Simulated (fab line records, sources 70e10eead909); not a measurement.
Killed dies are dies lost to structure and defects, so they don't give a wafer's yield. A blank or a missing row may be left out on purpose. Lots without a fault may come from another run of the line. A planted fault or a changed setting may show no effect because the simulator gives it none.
Problem report in the 8D (eight disciplines) form, filled by code | flow nand_harc | the parts of the form that need people (team, actions taken, sign-off) are left out

1. THE PROBLEM
sort_bin_3_pct at NHARC_END_SORT_01 reads a mean of 3.99 % on 3 wafers of 2 lots; wafers without a fault read 0.25 % with a standard deviation of 0.23. That is +16 standard deviations from the usual mean.
First seen on wafer L463.2, day 24 04:55, on prober-02. The record holds 6 wafers of 2 lots with a number at this step. Rule for "out", or "out of limits": more than 4 standard deviations from the usual mean. The other wafers with a number count as sound.

2. WHAT IT IS AND WHAT IT IS NOT
question                    | is                                                                                              | is not
which readings at this step | sort_bin_3_pct, defect_limited_yield, killed_at_array, killed_dies, sort_n_pass, sort_yield_pct | killed_at_other, killed_at_periphery, killed_open, killed_short
which lots                  | L461, L463                                                                                      | -
which wafers of those lots  | L461.2, L463.2, L463.6                                                                          | L461.1, L461.5, L463.3
read on which gauges        | prober-01, prober-02                                                                            | -
when                        | from day 24 04:55                                                                               | up to then (1 sound wafer); but 2 sound wafers of L461, L463 came after

3. SUSPECTS, AND WHAT RULES EACH OUT
Counting: a tool at a process step up to the reading stays a suspect if it ran every lot that is out. Sound lots after the first of them don't rule it out here, since some wafers of a struck lot are sound.
- the gauge at NHARC_END_SORT_01: ruled out. The wafers that are out were read on 2 gauges (prober-01, prober-02).
- pvd_sputter-02 at NHARC_A_M0_PVD_20 (deposits TaN, target thk 5 nm, time 8.06 s): kept. It ran every lot that is out, first L461 (day 22 06:19).
- rie_diel-09 at NHARC_A_BONDPAD_ETCH_24 (etches the open film in CF4/N2, target depth 30 nm, time 72.99 s): kept. It ran every lot that is out, first L461 (day 22 17:37). NHARC_A_BONDPAD_ETCH_24 gives no start for some lots, so the hours and the order of its lots are those of NHARC_A_BONDPAD_THK_MEAS_20.
- pvd_sputter-03 at NHARC_A_BONDPAD_PVD_27 (deposits Cu, target thk 30 nm, time 20.49 s): kept. It ran every lot that is out, first L461 (day 22 17:37). NHARC_A_BONDPAD_PVD_27 gives no start for some lots, so the hours and the order of its lots are those of NHARC_A_BONDPAD_THK_MEAS_20.
Left after counting: pvd_sputter-02 at NHARC_A_M0_PVD_20, rie_diel-09 at NHARC_A_BONDPAD_ETCH_24, pvd_sputter-03 at NHARC_A_BONDPAD_PVD_27.

4. THE CAUSE (what the simulator had put in)
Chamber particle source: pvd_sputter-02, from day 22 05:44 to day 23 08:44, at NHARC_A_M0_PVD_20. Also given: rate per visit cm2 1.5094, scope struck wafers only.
Counting left 3 suspects, and this tool is among them.

5. THE CHAIN OF EFFECTS, in route order
Each row: a reading whose mean over the struck wafers that have a number lies more than 3 standard deviations from the usual. Only readings for which the record gives a usual standard deviation are gone through. hours: the time from each lot's start at the first step in this table that gives one to its start at this step, as a median over the lots. sigmas: the change in usual standard deviations.
hours | step              | reading              | usual  | on struck wafers | change | sigmas
0     | NHARC_END_SORT_01 | defect_limited_yield | 95.3 % | 86.2             | -9.1   | -5.4
0     | NHARC_END_SORT_01 | killed_at_array      | 28     | 91               | +63    | +5.7
0     | NHARC_END_SORT_01 | killed_dies          | 32     | 94               | +62    | +5.1
0     | NHARC_END_SORT_01 | sort_bin_2_pct       | 1.5 %  | 4.8              | +3.3   | +4.6
0     | NHARC_END_SORT_01 | sort_bin_3_pct       | 0.25 % | 3.99             | +3.74  | +16
0     | NHARC_END_SORT_01 | sort_n_pass          | 645    | 583              | -62    | -5.1
0     | NHARC_END_SORT_01 | sort_rim_yield_pct   | 95 %   | 85               | -10    | -3.1
0     | NHARC_END_SORT_01 | sort_yield_pct       | 95.3 % | 86.2             | -9.1   | -5.4

6. WHAT WOULD HAVE CAUGHT IT SOONER
In this record the first reading out of limits at a measuring or inspecting step was taken at day 24 04:55, 47 hours after the fault began at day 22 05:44.
Of the tool readings at NHARC_A_M0_PVD_20 for which the record gives a usual standard deviation, none was out on any struck wafer, so an alarm limit of 4 standard deviations on them would not have fired.
All the lots that are out (2) had begun NHARC_A_M0_PVD_20 on pvd_sputter-02 by day 24 04:55. A hold on the tool at that time would have spared none of them.
